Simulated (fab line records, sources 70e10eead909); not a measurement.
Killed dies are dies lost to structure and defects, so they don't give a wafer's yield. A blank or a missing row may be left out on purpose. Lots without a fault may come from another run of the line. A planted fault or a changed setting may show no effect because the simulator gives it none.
fab line records | flow nand_harc
record lots=6 wafers=18 last_day=32
route steps=1302 shown A_ZERO_WELL@392 END@1302
lots that met no fault: from a run of the same line without faults
start_h: hours from the record's first day to the start of the lot's first wafer shown | wait_h: hours since the lot's step before | " the same as in the row above | L1.1+2: a row that stands for several wafers | - no value, or no start given | * or withheld: withheld | < > ~ a bound
route shown NAME@n: a module of which the file shows steps, and the number in the route of the first | usual: mean/standard deviation of fault-free wafers | same: alike in all rows | chamber/n: place in a boat | sites: the reading at each site | _std_site: their standard deviation | _edge_site: outer sites' mean less inner sites' | radius_mm: how far each site lies from the wafer's centre | mask NAME#n: copy n | behind: the tool/chamber that last shaped the wafer | hold: why the lot was held/for how many hours/how that ended | device: the transistor (n, p or np) that didn't switch | end of line: the same wafers' tests at the end of the route | a step without rows: its recipe alone | killed: dies lost to structure and defects at the first sort, not the wafer's yield | map: a wafer's dies, x killed, . not, _ none there
set.NAME: the setting as run; set.NAME@STEP: as run at that earlier step | model.NAME: the simulator's own value behind a step, which no gauge read
lots at some steps of the route; a table a step, a row a wafer
services: from which hour (start_h, from the record's first day; less than 0 if before it) a tool's chamber was out of use, for how many hours, and why
## steps
# step NHARC_A_ZERO_WELL_DEHYDRATE_02
# recipe temp_c=150 time_s=120
# step NHARC_A_ZERO_WELL_HMDS_03
# recipe time_s=30
# step NHARC_A_ZERO_WELL_COAT_18
# recipe temp_c=200 time_s=65
# step NHARC_A_ZERO_WELL_COAT_04
# recipe spin_rpm=2000 resist_thk_nm=600
# step NHARC_A_ZERO_WELL_SOFTBAKE_05
# recipe temp_c=125 time_s=70
# step NHARC_A_ZERO_WELL_EBR_06
# step NHARC_A_ZERO_WELL_EXPOSE_07
# recipe na=0.55 dose_mj=33.85 mask_id=A_ZERO
# step NHARC_A_ZERO_WELL_PEB_08
# recipe peb_temp_c=128 peb_time_s=80
# step NHARC_A_ZERO_WELL_DEVELOP_09
# recipe time_s=50 dev_temp_c=22
# step NHARC_A_ZERO_WELL_CD_MEAS_10
# recipe target_cd_nm=2000 landing_energy_ev=500
# usual cd_nm=1999.6/1.3
# columns lot.wafer tool chamber start_h wait_h cd_nm
L983.2 cd_sem-02 0 180.71 - 1998.6
L983.3 " 0 " " 2000.8
L983.5 " 0 " " 1996.1
L986.1 cd_sem-03 0 215.23 - 1999.5
L986.3 " 0 " " 1999.9
L986.4 " 0 " " 1998.7
L987.3 cd_sem-02 0 215.50 - 2001.7
L987.5 " 0 " " 2001.6
L987.6 " 0 " " 2004.3
L988.1 cd_sem-01 0 228.10 - 1999.3
L988.5 " 0 " " 1999.6
L988.6 " 0 " " 2000.1
L992.1 cd_sem-01 0 271.13 - 1998.3
L992.3 " 0 " " 1997.9
L992.6 " 0 " " 1997.5
L998.1 cd_sem-01 0 333.12 - 1999.5
L998.2 " 0 " " 1996.1
L998.4 " 0 " " 1999.2
# step NHARC_A_ZERO_WELL_HARDBAKE_11
# recipe temp_c=118 time_s=65
# step NHARC_A_ZERO_WELL_DESCUM_12
# recipe time_s=3 o2_flow_sccm=200 ar_flow_sccm=0 bias_power_w=0 chemistry=O2
# usual drypump_motor_current_A=5.6/0.48 oes_product_au=1.001/0.0068 rf_vpp_V=57.9/0.75 showerhead_plenum_p_Torr=1.91/0.058 throttle_valve_pct=11.311/0.0082
# columns lot.wafer tool chamber start_h wait_h drypump_motor_current_A oes_product_au rf_hours_counter_h rf_vpp_V showerhead_plenum_p_Torr throttle_valve_pct
L983.3 rie_diel-01 1 180.88 - 5.3 0.997 25 58.3 1.96 11.308
L983.2 " 2 " " 5.8 0.997 24 57.7 2.01 11.310
L983.5 " 2 " " 5.9 1.001 - 57.8 2.01 11.309
L986.3 rie_diel-03 1 215.39 - 5.8 0.998 2 58.2 1.95 11.314
L986.1 " 2 " " 5.0 1.001 3 57.4 1.84 11.306
L986.4 " 3 " " 5.0 0.992 2 58.8 1.96 11.302
L987.3 rie_diel-07 3 215.66 - 6.1 1.006 26 58.4 1.86 11.315
L987.6 " 1 " " 5.7 0.995 - 57.7 1.89 11.308
L987.5 " 2 " " 5.9 0.999 - 59.2 1.92 11.310
L988.1 rie_diel-01 0 228.27 - 6.5 1.002 4 59.3 1.92 11.311
L988.5 " 3 " " 5.5 1.002 - 58.0 1.83 11.308
L988.6 " 0 " " 6.5 1.007 - 58.4 1.92 11.309
L992.1 rie_diel-03 0 271.30 - 6.0 1.009 4 56.7 1.88 11.298
L992.3 " 1 " " 5.7 1.003 4 57.9 1.95 11.302
L992.6 " 0 " " 6.0 0.994 - 57.7 1.88 11.314
L998.1 rie_diel-07 2 333.28 - 5.9 0.992 10 58.4 1.90 11.301
L998.4 " 3 " " 6.1 1.002 11 57.5 1.85 11.312
L998.2 " 1 " " 5.7 0.999 13 58.2 1.88 11.318
# step NHARC_A_ZERO_WELL_ETCH_19
# recipe target_depth_a=800 overetch_a=240 time_s=87.88 ion_energy_ev=200 n2_flow_sccm=150 h2_flow_sccm=150 ar_flow_sccm=0 rf_w=400 bias_w=150 chemistry=N2/H2
# usual bias_w=150.0/0.44 chamber_pressure_mTorr=30.003/0.028 drypump_motor_current_A=5.6/0.49 oes_product_au=1.000/0.0075 rf_fwd_power_W=396.9/1.4 rf_vpp_V=430.5/2.1 showerhead_plenum_p_Torr=2.04/0.066 throttle_valve_pct=14.171/0.0082
# columns lot.wafer tool chamber start_h wait_h bias_w chamber_pressure_mTorr drypump_motor_current_A oes_product_au rf_fwd_power_W rf_hours_counter_h rf_vpp_V showerhead_plenum_p_Torr throttle_valve_pct
L983.2 rie_diel-01 2 180.96 0.1 150.7 30.052 5.8 1.012 397.8 24 432.5 2.14 14.161
L983.3 " 1 " " 150.3 29.971 5.3 1.004 397.5 25 431.9 2.10 14.171
L983.5 " 2 " " 149.9 30.045 5.9 1.001 397.2 - 433.5 2.14 14.182
L986.1 rie_diel-03 2 215.47 0.1 149.7 29.996 5.0 1.011 398.8 3 427.7 1.96 14.173
L986.4 " 0 " " 149.5 29.992 6.0 1.009 397.5 2 429.5 2.01 14.176
L986.3 " 1 " " 149.3 29.961 5.7 1.009 396.2 3 430.7 2.08 14.193
L987.3 rie_diel-07 3 215.74 0.1 - - - - - - - - -
L987.6 " 2 " " - - - - - - - - -
L987.5 " 3 " " - - - - - - - - -
L988.1 rie_diel-01 1 228.37 0.1 - - - - - - - - -
L988.5 " 2 " " - - - - - - - - -
L988.6 " 3 " " - - - - - - - - -
L992.1 rie_diel-03 0 271.38 0.1 150.1 29.938 6.0 1.004 396.0 4 430.2 2.01 14.162
L992.3 " 1 " " 150.7 30.037 5.7 1.010 395.9 4 432.4 2.08 14.169
L992.6 " 0 " " 149.0 29.958 6.0 1.009 397.8 - 428.1 2.01 14.175
L998.2 rie_diel-07 1 333.41 0.1 150.5 29.912 5.7 1.016 396.2 13 430.0 2.00 14.172
L998.4 " 2 " " 149.8 30.032 5.9 1.011 393.6 10 430.0 2.03 14.156
L998.1 " 3 " " 150.6 30.045 6.1 1.009 394.1 11 426.7 1.97 14.171
# step NHARC_A_ZERO_WELL_ETCH_13
# recipe target_depth_a=1200 time_s=40.1 hbr_flow_sccm=150 cl2_flow_sccm=50 rf_w=400 icp_w=400 bias_w=100 chemistry=HBr/Cl2
# usual bias_w=100.0/0.32 chamber_pressure_mTorr=14.999/0.014 drypump_motor_current_A=5.7/0.37 hbr_flow_sccm=150.0/0.48 oes_product_au=0.999/0.0079 rf_fwd_power_W=395.3/2.1 throttle_valve_pct=26.406/0.0095
# columns lot.wafer tool chamber start_h wait_h bias_w chamber_pressure_mTorr drypump_motor_current_A hbr_flow_sccm oes_product_au rf_fwd_power_W rf_hours_counter_h throttle_valve_pct
L983.2 rie_si-04 2 181.09 - 99.5 15.012 5.8 148.9 1.000 397.9 0.0 26.417
L983.3 " 3 " " 100.2 14.996 6.0 150.0 1.004 396.0 0.0 26.418
L983.5 " 2 " " 99.7 14.984 5.8 149.3 0.993 398.6 - 26.409
L986.4 rie_si-04 3 215.59 - 99.4 14.990 6.0 150.6 0.996 395.4 0.3 26.413
L986.1 " 0 " " 99.7 14.984 5.1 150.1 1.006 391.7 0.4 26.400
L986.3 " 2 " " 99.7 15.014 5.8 150.5 0.998 395.1 0.3 26.401
L987.3 rie_si-03 3 215.86 0.1 100.4 14.986 5.7 149.6 0.999 399.7 0.7 26.416
L987.5 " 2 " " 100.0 14.986 5.6 150.1 1.004 394.8 - 26.402
L987.6 " 3 " " 100.5 15.005 5.7 150.3 1.003 398.6 - 26.396
L988.1 rie_si-04 1 228.48 0.1 100.2 14.976 6.0 150.2 1.006 394.8 0.6 26.402
L988.5 " 0 " " 100.0 14.996 5.1 150.0 1.001 391.8 - 26.393
L988.6 " 1 " " 100.0 15.003 6.1 150.2 1.003 396.0 - 26.410
L992.3 rie_si-03 2 271.49 - 100.3 15.004 5.7 149.6 1.009 395.9 0.1 26.407
L992.1 " 0 " " 100.0 15.009 5.6 150.2 1.003 393.8 0.2 26.422
L992.6 " 2 " " 99.7 14.976 5.7 149.7 1.013 395.4 - 26.420
L998.2 rie_si-04 2 333.54 - 100.1 14.980 5.9 150.8 1.010 394.7 1.1 26.394
L998.1 " 3 " " 99.8 14.984 6.0 149.7 1.001 394.4 1.0 26.392
L998.4 " 0 " " 99.6 15.009 5.1 151.0 1.006 393.5 1.2 26.405
# step NHARC_END_SORT_01
# recipe temp_c=25
# usual killed_at_array=44/16 killed_at_other=0.6/1.1 killed_at_periphery=3.9/2.6 killed_dies=48/16 killed_open=3.1/1.9 killed_short=2.4/1.8
# same gross_dies=677
# columns lot.wafer tool chamber start_h wait_h killed_at_array killed_at_other killed_at_periphery killed_dies killed_open killed_short
L987.3 prober-02 0 625.65 3.1 676 0 1 677 2 4
L987.5 prober-02 0 627.26 3.7 674 1 2 677 3 1
L987.6 prober-02 0 628.07 4.0 674 0 3 677 6 0
L988.1 prober-02 0 653.25 2.5 673 0 4 677 4 4
L988.5 prober-02 0 656.47 3.7 677 0 0 677 0 1
L988.6 prober-02 0 657.27 4.0 677 0 0 677 1 0
# killed by level:class
L987.3 A_ZERO_WELL:area_etch=609 A_CHANNEL_HOLE_D2:chamber_film_flake=25 A_CHANNEL_HOLE_D1:chamber_film_flake=17 A_CONTACT:chamber_film_flake=9 A_STAIRCASE:chamber_film_flake=6 A_SGD_CUT:chamber_film_flake=2 A_ONON_D1:geometric_particle:short=1 A_CHANNEL_FILL_D2:geometric_particle:short=1
L987.5 A_ZERO_WELL:area_etch=597 A_CHANNEL_HOLE_D2:chamber_film_flake=28 A_CHANNEL_HOLE_D1:chamber_film_flake=24 A_CONTACT:chamber_film_flake=9 A_STAIRCASE:chamber_film_flake=5 A_SGD_CUT:chamber_film_flake=2 A_M0:chamber_film_flake=2 A_ONON_D1:geometric_particle:short=1
L987.6 A_ZERO_WELL:area_etch=620 A_CHANNEL_HOLE_D2:chamber_film_flake=16 A_CHANNEL_HOLE_D1:chamber_film_flake=11 A_CONTACT:chamber_film_flake=7 A_STAIRCASE:chamber_film_flake=6 A_M0:chamber_film_flake=5 A_WL_FILL:chamber_film_flake=3 A_CHANNEL_FILL_D1:geometric_particle:open=2
L988.1 A_ZERO_WELL:area_etch=640 A_CHANNEL_HOLE_D1:chamber_film_flake=14 A_CHANNEL_HOLE_D2:chamber_film_flake=5 A_CONTACT:chamber_film_flake=5 A_ONON_D1:geometric_particle:short=3 P_CONTACT:geometric_particle:open=2 A_SLIT:chamber_film_flake=2 P_GATE:geometric_particle:open=1
L988.5 A_ZERO_WELL:area_etch=642 A_CHANNEL_HOLE_D1:chamber_film_flake=21 A_CHANNEL_HOLE_D2:chamber_film_flake=8 A_CONTACT:chamber_film_flake=3 A_CONTACT:geometric_particle:short=1 A_STAIRCASE:chamber_film_flake=1 A_SLIT:chamber_film_flake=1
L988.6 A_ZERO_WELL:area_etch=620 A_CHANNEL_HOLE_D1:chamber_film_flake=39 A_CHANNEL_HOLE_D2:chamber_film_flake=8 A_CONTACT:chamber_film_flake=5 A_SLIT:chamber_film_flake=3 A_M0:geometric_particle:open=1 A_WL_FILL:chamber_film_flake=1
# map L987.3 (x killed, . not)
____________x____________
_________xxxxxxx_________
_______xxxxxxxxxxx_______
______xxxxxxxxxxxxx______
_____xxxxxxxxxxxxxxx_____
____xxxxxxxxxxxxxxxxx____
____xxxxxxxxxxxxxxxxx____
___xxxxxxxxxxxxxxxxxxx___
___xxxxxxxxxxxxxxxxxxx___
__xxxxxxxxxxxxxxxxxxxxx__
__xxxxxxxxxxxxxxxxxxxxx__
_xxxxxxxxxxxxxxxxxxxxxxx_
_xxxxxxxxxxxxxxxxxxxxxxx_
_xxxxxxxxxxxxxxxxxxxxxxx_
_xxxxxxxxxxxxxxxxxxxxxxx_
_xxxxxxxxxxxxxxxxxxxxxxx_
xxxxxxxxxxxxxxxxxxxxxxxxx
xxxxxxxxxxxxxxxxxxxxxxxxx
xxxxxxxxxxxxxxxxxxxxxxxxx
xxxxxxxxxxxxxxxxxxxxxxxxx
xxxxxxxxxxxxxxxxxxxxxxxxx
_xxxxxxxxxxxxxxxxxxxxxxx_
_xxxxxxxxxxxxxxxxxxxxxxx_
_xxxxxxxxxxxxxxxxxxxxxxx_
_xxxxxxxxxxxxxxxxxxxxxxx_
_xxxxxxxxxxxxxxxxxxxxxxx_
__xxxxxxxxxxxxxxxxxxxxx__
__xxxxxxxxxxxxxxxxxxxxx__
___xxxxxxxxxxxxxxxxxxx___
___xxxxxxxxxxxxxxxxxxx___
____xxxxxxxxxxxxxxxxx____
____xxxxxxxxxxxxxxxxx____
_____xxxxxxxxxxxxxxx_____
______xxxxxxxxxxxxx______
_______xxxxxxxxxxx_______
_________xxxxxxx_________
____________x____________
# map L988.1 (x killed, . not)
____________x____________
_________xxxxxxx_________
_______xxxxxxxxxxx_______
______xxxxxxxxxxxxx______
_____xxxxxxxxxxxxxxx_____
____xxxxxxxxxxxxxxxxx____
____xxxxxxxxxxxxxxxxx____
___xxxxxxxxxxxxxxxxxxx___
___xxxxxxxxxxxxxxxxxxx___
__xxxxxxxxxxxxxxxxxxxxx__
__xxxxxxxxxxxxxxxxxxxxx__
_xxxxxxxxxxxxxxxxxxxxxxx_
_xxxxxxxxxxxxxxxxxxxxxxx_
_xxxxxxxxxxxxxxxxxxxxxxx_
_xxxxxxxxxxxxxxxxxxxxxxx_
_xxxxxxxxxxxxxxxxxxxxxxx_
xxxxxxxxxxxxxxxxxxxxxxxxx
xxxxxxxxxxxxxxxxxxxxxxxxx
xxxxxxxxxxxxxxxxxxxxxxxxx
xxxxxxxxxxxxxxxxxxxxxxxxx
xxxxxxxxxxxxxxxxxxxxxxxxx
_xxxxxxxxxxxxxxxxxxxxxxx_
_xxxxxxxxxxxxxxxxxxxxxxx_
_xxxxxxxxxxxxxxxxxxxxxxx_
_xxxxxxxxxxxxxxxxxxxxxxx_
_xxxxxxxxxxxxxxxxxxxxxxx_
__xxxxxxxxxxxxxxxxxxxxx__
__xxxxxxxxxxxxxxxxxxxxx__
___xxxxxxxxxxxxxxxxxxx___
___xxxxxxxxxxxxxxxxxxx___
____xxxxxxxxxxxxxxxxx____
____xxxxxxxxxxxxxxxxx____
_____xxxxxxxxxxxxxxx_____
______xxxxxxxxxxxxx______
_______xxxxxxxxxxx_______
_________xxxxxxx_________
____________x____________
## services
# columns tool chamber start_h hours kind
rie_diel-01 0 158.63 - clean
rie_diel-01 1 158.63 - clean
rie_diel-01 2 158.63 - clean
rie_diel-01 3 158.63 - clean
rie_diel-03 0 162.31 - clean
rie_diel-03 1 162.31 - clean
rie_diel-03 2 162.31 - clean
rie_diel-03 3 162.31 - clean
rie_si-04 - 165.00 9.0 pm
rie_si-04 0 165.00 9.0 vent_cycle
rie_si-04 1 165.00 9.0 vent_cycle
rie_si-03 0 165.12 8.1 repair
rie_diel-03 3 186.55 1.6 repair
rie_diel-01 - 204.11 9.0 pm
rie_si-03 - 221.00 9.0 pm
rie_si-04 3 239.99 2.3 repair
rie_diel-01 0 246.85 6.9 repair
rie_diel-07 1 281.08 8.1 repair
rie_diel-03 - 281.31 9.0 pm
rie_diel-01 0 285.46 4.9 repair
rie_diel-07 - 294.20 9.0 pm
rie_diel-01 3 294.53 9.9 repair
rie_si-03 - 327.16 0.3 repair
rie_diel-01 1 332.95 14.2 repair
## key
first_sign step=NHARC_A_ZERO_WELL_ETCH_19 reading=tool_record direction=missing
effect step=NHARC_END_SORT_01 reading=killed_at_array direction=up sigmas=40 usual=44 struck=675
more_kills_born_at NHARC_A_ZERO_WELL_ETCH_19@rie_diel-01=1902 NHARC_A_ZERO_WELL_ETCH_19@rie_diel-07=1826
met_at NHARC_A_ZERO_WELL_ETCH_19
struck_wafers L987.3,L987.5,L987.6,L988.1,L988.5,L988.6
later_rows_left_out L987.3,L987.5,L987.6,L988.1,L988.5,L988.6
tester_left_out L987,L988
onset_between 180.96 215.74
fault kind=skipped_step_whole tool=rie_diel-01,rie_diel-07 chamber=- onset_h=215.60 steps=NHARC_A_ZERO_WELL_ETCH_19 scope=struck_lots_only
# tester_left_out: of these lots the tester's yield and bins aren't shown, on N5 and GAA mostly nor the transistor test; their killed dies are dies lost to structure and defects alone, not to doping, threshold or leakage, so they don't give the yield
# later_rows_left_out: the simulator's readings of these wafers behind a module that went badly wrong aren't trusted and aren't shown, but for the sort
